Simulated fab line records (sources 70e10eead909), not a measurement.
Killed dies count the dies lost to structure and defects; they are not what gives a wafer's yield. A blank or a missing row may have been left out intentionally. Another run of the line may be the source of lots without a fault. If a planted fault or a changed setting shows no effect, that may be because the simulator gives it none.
What tool caused it? | flow nand-harc | Sampling: 15 lots, 45 wafers, 4 of 1302 route steps

== WHAT EACH GAUGE READ, for each wafer ==
Not one reading of a measure or inspect step in the record can be checked against a usual standard deviation.

== TOOL THAT RAN EACH LOT (tool first, then ch and the chambers of the sampled wafers, then the start) ==
lot  | NHARC_HYBRID_BOND_ACTIVATE_00      | NHARC_THIN_TSV_ETCH_44             | NHARC_THIN_TSV_STRIP_45              | NHARC_THIN_TSV_ANNEAL_52
L144 | rie-diel-06 ch 0,3, day 23 08:41   | rie-diel-12 ch 0,1, day 23 22:42   | plasma-asher-02 ch 0,1, day 23 23:32 | rtp-anneal-01 ch 0, day 24 02:25
L147 | rie-diel-04 ch 0,1, day 24 01:50   | rie-diel-11 ch 0,1,2, day 24 14:14 | plasma-asher-02 ch 0,1, day 24 14:58 | rtp-anneal-01 ch 0, day 24 17:50
L146 | rie-diel-06 ch 1,3, day 24 10:49   | rie-diel-11 ch 0,1,3, day 24 23:10 | plasma-asher-02 ch 0,1, day 24 23:56 | rtp-anneal-01 ch 0, day 25 02:48
L151 | rie-diel-04 ch 2,3, day 25 17:34   | rie-diel-10 ch 0,1,3, day 26 05:49 | plasma-asher-01 ch 0,1, day 26 06:38 | rtp-anneal-02 ch 0, day 26 09:34
L150 | rie-diel-06 ch 0,1, day 26 02:14   | rie-diel-12 ch 1,2,3, day 26 14:40 | plasma-asher-02 ch 0,1, day 26 15:22 | rtp-anneal-01 ch 0, day 26 18:17
L153 | rie-diel-06 ch 0,3, day 26 21:33   | rie-diel-12 ch 1,2, day 27 12:02   | plasma-asher-01 ch 0,1, day 27 12:50 | rtp-anneal-02 ch 0, day 27 15:41
L152 | rie-diel-06 ch 0,2,3, day 27 00:56 | rie-diel-10 ch 1,2,3, day 27 10:46 | plasma-asher-02 ch 0,1, day 27 11:35 | rtp-anneal-01 ch 0, day 27 14:31
L155 | rie-diel-09 ch 0,2,3, day 27 03:09 | rie-diel-10 ch 0,1,2, day 27 15:38 | plasma-asher-01 ch 1, day 27 16:25   | rtp-anneal-02 ch 0, day 27 19:23
L154 | rie-diel-06 ch 0,1,3, day 27 06:46 | rie-diel-10 ch 1,2, day 27 20:07   | plasma-asher-01 ch 0,1, day 27 21:00 | rtp-anneal-01 ch 0, day 27 23:55
L156 | rie-diel-04 ch 1,2,3, day 28 16:21 | rie-diel-10 ch 0,2,3, day 29 05:17 | plasma-asher-01 ch 0,1, day 29 06:01 | rtp-anneal-02 ch 0, day 29 09:06
L158 | rie-diel-06 ch 0,1,2, day 29 06:56 | rie-diel-12 ch 0,2,3, day 29 19:29 | plasma-asher-01 ch 0,1, day 29 20:05 | rtp-anneal-01 ch 0, day 29 23:02
L159 | rie-diel-06 ch 1,2, day 29 09:25   | rie-diel-10 ch 0,2,3, day 29 20:32 | plasma-asher-01 ch 0,1, day 29 21:17 | rtp-anneal-02 ch 0, day 30 00:11
L165 | rie-diel-04 ch 0,2,3, day 31 17:59 | rie-diel-10 ch 0,1,2, day 32 13:14 | plasma-asher-01 ch 0,1, day 32 14:08 | rtp-anneal-01 ch 0, day 32 17:11
L166 | rie-diel-06 ch 1,3, day 32 13:36   | rie-diel-11 ch 0,3, day 33 02:52   | plasma-asher-02 ch 0,1, day 33 04:05 | rtp-anneal-02 ch 0, day 33 07:01
L167 | rie-diel-09 ch 1,2, day 33 08:59   | rie-diel-12 ch 0,3, day 33 23:43   | plasma-asher-02 ch 0,1, day 34 00:30 | rtp-anneal-01 ch 0, day 34 03:29
- NHARC_HYBRID_BOND_ACTIVATE_00: chemistry N2, time 60 s.
- NHARC_THIN_TSV_ETCH_44: etches the open film in CF4/O2, target depth 1594.2 nm, time 797.1 s.
- NHARC_THIN_TSV_STRIP_45: strips in O2.
- NHARC_THIN_TSV_ANNEAL_52: time 90 s.

== WHAT THE TOOLS THEMSELVES READ (means of the sampled wafers that have a number; where no wafer has one, the mark that the record gives instead) ==
NHARC_HYBRID_BOND_ACTIVATE_00. Usual: drypump-motor-current-A 5.5 A, standard deviation 0.49; oes-product-au 0.999 a.u., standard deviation 0.0073; rf-vpp-V 64.0 V, standard deviation 0.89; showerhead-plenum-p-Torr 1.71 Torr, standard deviation 0.071.
lot  | tool        | drypump-motor-current-A (A) | oes-product-au (a.u.) | rf-vpp-V (V) | showerhead-plenum-p-Torr (Torr) | flag
L144 | rie-diel-06 | 5.4                         | 0.998                 | 64.1         | 1.73                            |
L147 | rie-diel-04 | 5.1                         | 1.004                 | 63.7         | 1.82                            |
L146 | rie-diel-06 | 5.8                         | 1.002                 | 63.9         | 1.65                            |
L151 | rie-diel-04 | 5.7                         | 1.006                 | 64.7         | 1.78                            |
L150 | rie-diel-06 | 5.8                         | 0.996                 | 64.7         | 1.70                            |
L153 | rie-diel-06 | 5.4                         | 1.000                 | 63.5         | 1.72                            |
L152 | rie-diel-06 | 5.2                         | 1.004                 | 63.7         | 1.70                            |
L155 | rie-diel-09 | 5.7                         | 1.004                 | 64.4         | 1.76                            |
L154 | rie-diel-06 | 5.6                         | 1.002                 | 63.3         | 1.69                            |
L156 | rie-diel-04 | 5.4                         | 0.997                 | 64.7         | 1.83                            |
L158 | rie-diel-06 | 5.6                         | 0.998                 | 64.1         | 1.68                            |
L159 | rie-diel-06 | 5.8                         | 1.001                 | 63.4         | 1.65                            |
L165 | rie-diel-04 | 5.7                         | 0.994                 | 64.2         | 1.76                            |
L166 | rie-diel-06 | 5.8                         | 0.994                 | 63.3         | 1.65                            |
L167 | rie-diel-09 | 5.1                         | 0.999                 | 64.3         | 1.75                            |

NHARC_THIN_TSV_ETCH_44. Usual: bias-w 800.1 W, standard deviation 2.3; cf4-flow-sccm 150.1 sccm, standard deviation 0.44; drypump-motor-current-A 5.6 A, standard deviation 0.38; oes-product-au 0.996 a.u., standard deviation 0.0061; rf-vpp-V 795 V, standard deviation 4.3; showerhead-plenum-p-Torr 1.84 Torr, standard deviation 0.066; throttle-valve-pct 16.915 %, standard deviation 0.0091.
lot  | tool        | bias-w (W) | cf4-flow-sccm (sccm) | drypump-motor-current-A (A) | oes-product-au (a.u.) | rf-vpp-V (V) | showerhead-plenum-p-Torr (Torr) | throttle-valve-pct (%) | flag
L144 | rie-diel-12 | 800.0      | 150.3                | 5.8                         | 1.001                 | 795          | 1.85                            | 16.923                 |
L147 | rie-diel-11 | 801.9      | 149.8                | 5.1                         | 1.003                 | 795          | 1.84                            | 16.912                 |
L146 | rie-diel-11 | 800.8      | 150.0                | 5.0                         | 0.995                 | 797          | 1.87                            | 16.926                 |
L151 | rie-diel-10 | 801.6      | 150.7                | 5.7                         | 1.000                 | 794          | 1.83                            | 16.919                 |
L150 | rie-diel-12 | 798.1      | 149.9                | 5.8                         | 0.995                 | 793          | 1.80                            | 16.914                 |
L153 | rie-diel-12 | 799.5      | 150.1                | 5.6                         | 0.994                 | 790          | 1.76                            | 16.906                 |
L152 | rie-diel-10 | 800.6      | 150.1                | 5.9                         | 1.001                 | 797          | 1.86                            | 16.917                 |
L155 | rie-diel-10 | 800.3      | 150.0                | 5.9                         | 0.992                 | 796          | 1.85                            | 16.928                 |
L154 | rie-diel-10 | -          | -                    | -                           | -                     | -            | -                               | -                      | OFF
L156 | rie-diel-10 | -          | -                    | -                           | -                     | -            | -                               | -                      | OFF
L158 | rie-diel-12 | -          | -                    | -                           | -                     | -            | -                               | -                      | OFF
L159 | rie-diel-10 | 800.3      | 150.2                | 5.7                         | 0.991                 | 797          | 1.89                            | 16.921                 |
L165 | rie-diel-10 | 797.9      | 150.3                | 5.8                         | 0.994                 | 795          | 1.85                            | 16.910                 |
L166 | rie-diel-11 | 800.9      | 150.3                | 5.3                         | 1.004                 | 794          | 1.84                            | 16.910                 |
L167 | rie-diel-12 | 801.5      | 149.5                | 5.5                         | 1.000                 | 793          | 1.81                            | 16.916                 |

NHARC_THIN_TSV_STRIP_45. Usual: drypump-motor-current-A 5.8 A, standard deviation 0.39; heater-power-w 340 W, standard deviation 33.
lot  | tool            | drypump-motor-current-A (A) | heater-power-w (W) | flag
L144 | plasma-asher-02 | 5.7                         | 358                |
L147 | plasma-asher-02 | 5.7                         | 380                |
L146 | plasma-asher-02 | 5.7                         | 384                |
L151 | plasma-asher-01 | 5.7                         | 334                |
L150 | plasma-asher-02 | 5.7                         | 371                |
L153 | plasma-asher-01 | 6.0                         | 314                |
L152 | plasma-asher-02 | 5.7                         | 370                |
L155 | plasma-asher-01 | 6.3                         | 299                |
L154 | plasma-asher-01 | 5.7                         | 331                |
L156 | plasma-asher-01 | 6.0                         | 321                |
L158 | plasma-asher-01 | 6.0                         | 321                |
L159 | plasma-asher-01 | 5.7                         | 330                |
L165 | plasma-asher-01 | 6.0                         | 320                |
L166 | plasma-asher-02 | 5.8                         | 378                |
L167 | plasma-asher-02 | 5.7                         | 370                |

NHARC_THIN_TSV_ANNEAL_52. Usual: anneal-temp-c 224.99 C, standard deviation 0.17; wafer_temp_C_max 225.84, standard deviation 0.19.
lot  | tool          | anneal-temp-c (C) | wafer_temp_C_max | flag
L144 | rtp-anneal-01 | 225.04            | 225.70           |
L147 | rtp-anneal-01 | 224.85            | 225.92           |
L146 | rtp-anneal-01 | 224.92            | 225.78           |
L151 | rtp-anneal-02 | 224.83            | 225.97           |
L150 | rtp-anneal-01 | 225.27            | 225.83           |
L153 | rtp-anneal-02 | 224.90            | 225.89           |
L152 | rtp-anneal-01 | 224.95            | 226.07           |
L155 | rtp-anneal-02 | 224.93            | 225.89           |
L154 | rtp-anneal-01 | 224.88            | 225.97           |
L156 | rtp-anneal-02 | 224.91            | 225.80           |
L158 | rtp-anneal-01 | 224.86            | 225.93           |
L159 | rtp-anneal-02 | 224.89            | 225.73           |
L165 | rtp-anneal-01 | 225.11            | 225.72           |
L166 | rtp-anneal-02 | 224.96            | 225.78           |
L167 | rtp-anneal-01 | 225.20            | 225.92           |

== THE ANSWER, worked out from the rows above alone ==
Rule: a lot counts as off when the mean over its wafers that have a number is more than 3 standard deviations away from the usual mean. A lot without any number at a reading at which 4 lots or more have one is off too. Where the step has rows for the other lots, those lots are counted as sound. After the gauges, taken in route order, come the tools' own readings; for these a lot's mean is taken, as printed above. At the first step where some lot is off, the reading lying furthest off is the one used; lots without a number count as furthest.
Off at NHARC_THIN_TSV_ETCH_44 (bias-w): L154, L156, L158. Without a number there: L154, L156, L158.
If a tool, at that step or one of the process steps before it, ran each lot that is off and ran no sound lot following the first of them, it fits. Of those tried, none fits.

== WHAT THE SIMULATOR PUT IN ==
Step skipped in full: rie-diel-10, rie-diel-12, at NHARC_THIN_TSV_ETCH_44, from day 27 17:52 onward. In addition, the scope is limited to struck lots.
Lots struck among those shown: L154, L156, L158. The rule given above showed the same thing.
